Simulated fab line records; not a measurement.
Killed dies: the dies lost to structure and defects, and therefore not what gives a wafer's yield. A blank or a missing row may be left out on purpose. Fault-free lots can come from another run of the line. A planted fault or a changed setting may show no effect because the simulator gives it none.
Chamber matching + flow n5-finfet + N5_BEOL_M0_STRIP_142 on rie-diel-04: 4 sister chambers
The step strips in N2/H2, time 10 s. 4 wafers are shown with their chamber, then 11 later ones without.

== WAFERS PAIRED WITH THEIR CHAMBERS ==
| wafer  | chamber | drypump-motor-current-A (A) |
|--------|---------|-----------------------------|
| L082.2 | 1       | 5.6                         |
| L083.1 | 0       | 5.6                         |
| L083.3 | 3       | 5.7                         |
| L086.2 | 2       | 6.5                         |

== WAFERS WHOSE CHAMBER IS MISSING ==
| wafer  | drypump-motor-current-A (A) |
|--------|-----------------------------|
| L086.5 | 5.6                         |
| L086.6 | 6.6                         |
| L089.1 | 5.6                         |
| L089.3 | 5.6                         |
| L089.6 | 5.6                         |
| L092.1 | 5.6                         |
| L092.2 | 5.6                         |
| L092.3 | 6.5                         |
| L097.3 | 5.6                         |
| L097.4 | 5.6                         |
| L097.5 | 5.6                         |

== THE CHAMBER EACH PASSED THROUGH ==
| wafer  | from the rows above     | in truth |
|--------|-------------------------|----------|
| L086.5 | can't be placed: 0 or 1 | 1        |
| L086.6 | 2                       | 2        |
| L089.1 | can't be placed: 0 or 1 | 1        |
| L089.3 | can't be placed: 0 or 1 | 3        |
| L089.6 | can't be placed: 0 or 1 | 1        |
| L092.1 | can't be placed: 0 or 1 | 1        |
| L092.2 | can't be placed: 0 or 1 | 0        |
| L092.3 | 2                       | 2        |
| L097.3 | can't be placed: 0 or 1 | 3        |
| L097.4 | can't be placed: 0 or 1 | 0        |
| L097.5 | can't be placed: 0 or 1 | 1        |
Correctly placed: 2 of 11. Cannot be placed on the basis of these rows: 9; the candidates contain the true chamber in 7. Placed wrongly: 0.
How it was worked out, from the rows above alone: a wafer's distance from a chamber is the root of the sum, over the readings, of the square of ((its reading less the chamber's mean) divided by the reading's scatter). If the next closest chamber is less than 2 further off than the closest, the wafer can't be placed; otherwise it belongs to the closest. Each chamber's mean is taken over the wafers shown for it. The scatter: with one shown wafer a chamber, the root of the mean of the squares of how far each hidden wafer lies from its nearest shown one.
